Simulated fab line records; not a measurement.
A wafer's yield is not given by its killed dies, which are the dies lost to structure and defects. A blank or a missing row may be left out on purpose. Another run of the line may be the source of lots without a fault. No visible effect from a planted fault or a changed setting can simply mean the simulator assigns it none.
The tool behind it: which one?	flow nand_harc	12 lots, 36 wafers sampled, at 5 steps of a route of 1302

== WHAT THE GAUGES SHOWED, per wafer ==
NHARC_END_SORT_01.
lot	measured	on	killed_at_array	killed_at_other	killed_at_periphery	killed_dies	killed_open	killed_short
L776	day 25 20:22	prober-01	59 53 49	1 1 0	2 0 1	62 54 50	2 4 3	2 2 1
L777	day 26 03:02	prober-02	51 41 47	0 2 3	2 5 6	53 48 56	1 3 5	3 5 6
L783	day 28 12:35	prober-01	35 36 37	2 2 2	3 4 3	40 42 42	8 4 4	3 1 3
L791	day 31 20:32	prober-02	66 58 69	1 2 0	6 3 1	73 63 70	6 2 6	2 4 4
L792	day 32 21:08	prober-01	67 70 74	0 1 0	6 4 6	73 75 80	7 1 6	4 3 2

== TOOL THAT RAN EACH LOT (tool first, then ch and the chambers of the sampled wafers, then the start) ==
lot	NHARC_A_CONTACT_ETCH_135	NHARC_A_CONTACT_ETCH_139	NHARC_A_CONTACT_ETCH_92	NHARC_A_CONTACT_ALD_18
L773	har_cap_etch-01 ch 0,1, day 22 17:03	har_cap_etch-01 ch 0,1, day 22 18:08	rie_diel-01 ch 1,2, day 22 18:34	ald_metal-01 ch 0,1,3, day 22 19:46
L776	har_cap_etch-02 ch 0,1, day 23 13:51	har_cap_etch-02 ch 0,1, day 23 14:56	rie_diel-07 ch 2,3, day 23 15:25	ald_metal-01 ch 0,1,2, day 23 16:56
L777	har_cap_etch-02 ch 0,1, day 23 22:10	har_cap_etch-02 ch 0,1, day 23 23:14	rie_diel-01 ch 1,2,3, day 23 23:43	ald_metal-03 ch 1,2,3, day 24 00:52
L778	har_cap_etch-03 ch 0,1, day 24 02:31	har_cap_etch-03 ch 0,1, day 24 03:36	rie_diel-01 ch 0,2, day 24 04:10	ald_metal-04 ch 0,2,3, day 24 05:49
L779	har_cap_etch-01 ch 0,1, day 24 04:44	har_cap_etch-01 ch 0,1, day 24 05:50	rie_diel-10 ch 1,2,3, day 24 06:23	ald_metal-03 ch 0,1,3, day 24 07:34
L780	har_cap_etch-01 ch 0,1, day 25 12:36	har_cap_etch-01 ch 0,1, day 25 14:02	rie_diel-10 ch 2,3, day 25 14:39	ald_metal-01 ch 0,1,2, day 25 15:50
L783	har_cap_etch-02 ch 0,1, day 26 12:55	har_cap_etch-02 ch 0,1, day 26 14:00	rie_diel-10 ch 2,3, day 26 14:31	ald_metal-03 ch 1,2, day 26 15:40
L791	har_cap_etch-03 ch 0, day 29 20:22	har_cap_etch-03 ch 0, day 29 21:27	rie_diel-10 ch 1,2, day 29 21:58	ald_metal-01 ch 0,2,3, day 29 23:10
L792	har_cap_etch-01 ch 0,1, day 30 09:27	har_cap_etch-01 ch 0,1, day 30 10:32	rie_diel-10 ch 0,1,2, day 30 11:01	ald_metal-04 ch 2,3, day 30 12:16
L793	har_cap_etch-02 ch 0,1, day 30 10:37	har_cap_etch-02 ch 0,1, day 30 11:42	rie_diel-10 ch 0,1,2, day 30 12:16	ald_metal-03 ch 0,2,3, day 30 13:32
L795	har_cap_etch-03 ch 0,1, day 31 16:41	har_cap_etch-03 ch 0,1, day 31 18:08	rie_diel-07 ch 0,1,3, day 31 18:50	ald_metal-03 ch 0,2,3, day 31 20:02
L796	har_cap_etch-02 ch 0,1, day 31 19:22	har_cap_etch-02 ch 0,1, day 31 20:27	rie_diel-10 ch 1,2, day 31 20:58	ald_metal-04 ch 0,1, day 31 22:08
- NHARC_A_CONTACT_ETCH_135: etches the open film in C4F8/O2/Ar, time 311 s, target depth 1912 nm.
- NHARC_A_CONTACT_ETCH_139: etches the open film in C4F8/O2/Ar, time 195 s, target depth 840 nm.
- NHARC_A_CONTACT_ETCH_92: etches the open film in CH3F/O2, target depth 40 nm, time 85.7 s.
- NHARC_A_CONTACT_ALD_18: deposits TiN, target thk 3 nm, pulse time 1 s, ald cycles 150.

== AS READ BY THE TOOLS THEMSELVES (means over the sampled wafers that have a number; for cases with no such wafer, the mark the record gives instead) ==
NHARC_A_CONTACT_ETCH_139.
lot	tool	run_length_s (s)
L773	har_cap_etch-01	226.2
L776	har_cap_etch-02	226.5
L777	har_cap_etch-02	226.6
L778	har_cap_etch-03	226.6
L779	har_cap_etch-01	226.5
L780	har_cap_etch-01	226.1
L783	har_cap_etch-02	226.3
L791	har_cap_etch-03	226.9
L792	har_cap_etch-01	226.1
L793	har_cap_etch-02	226.5
L795	har_cap_etch-03	226.5
L796	har_cap_etch-02	226.1

NHARC_A_CONTACT_ETCH_92.
lot	tool	drypump_motor_current_A (A)	oes_product_au (a.u.)	rf_vpp_V (V)	run_length_s (s)	showerhead_plenum_p_Torr (Torr)	throttle_valve_pct (%)
L773	rie_diel-01	6.3	0.919	243.4	106.9	2.37	20.668
L776	rie_diel-07	5.7	0.927	243.3	107.2	2.38	20.664
L777	rie_diel-01	6.3	0.924	242.6	106.8	2.40	20.655
L778	rie_diel-01	5.9	0.918	242.8	107.2	2.39	20.668
L779	rie_diel-10	5.8	0.942	242.3	106.8	2.38	20.662
L780	rie_diel-10	5.9	0.933	242.0	72.7	2.30	20.668
L783	rie_diel-10	5.8	0.934	242.3	72.6	2.32	20.658
L791	rie_diel-10	5.8	0.918	242.7	107.1	2.36	20.670
L792	rie_diel-10	5.7	0.925	242.8	107.0	2.37	20.671
L793	rie_diel-10	5.7	0.917	243.3	106.9	2.37	20.660
L795	rie_diel-07	5.7	1.004	244.1	106.8	2.43	20.655
L796	rie_diel-10	5.7	0.923	244.4	106.6	2.44	20.659

NHARC_A_CONTACT_ALD_18.
lot	tool	heater_power_w (W)	precursor_pulse_height_rel
L773	ald_metal-01	1034	1.009
L776	ald_metal-01	995	0.997
L777	ald_metal-03	1114	1.004
L778	ald_metal-04	1048	0.996
L779	ald_metal-03	1104	1.005
L780	ald_metal-01	994	0.999
L783	ald_metal-03	1100	0.997
L791	ald_metal-01	978	0.991
L792	ald_metal-04	1067	1.013
L793	ald_metal-03	1194	1.021
L795	ald_metal-03	1187	1.003
L796	ald_metal-04	1055	1.005

== THE ANSWER, worked out from the rows above alone ==
Rule: the usual values come from the lots themselves. The widest of any qualifying gaps counts: lots, ordered by their means at a reading, are off when they make up no more than a third of the lots, leave a main group of 4 or more, and stand apart from it by 3 or more times the standard deviation of that group's means. A main group is skipped when, at the precision printed for the reading in the tables above, its means are all equal. Also off: a lot with no number at a reading for which 4 or more lots have one. Any other lot the step has rows for is counted as sound. The gauges are gone through in route order, then the tools' own readings, and for those a lot's mean is taken as printed above. At the first step where some lot is off, the reading lying furthest off is the one used; lots without a number count as furthest.
Off at NHARC_A_CONTACT_ETCH_92 (run_length_s): L780, L783. Main group: mean 106.9 s, sd 0.18.
If a tool, at that step or one of the process steps before it, ran each lot that is off and ran no sound lot following the first of them, it fits. Not one of the candidates tried fits.

== WHAT WAS PUT IN BY THE SIMULATOR ==
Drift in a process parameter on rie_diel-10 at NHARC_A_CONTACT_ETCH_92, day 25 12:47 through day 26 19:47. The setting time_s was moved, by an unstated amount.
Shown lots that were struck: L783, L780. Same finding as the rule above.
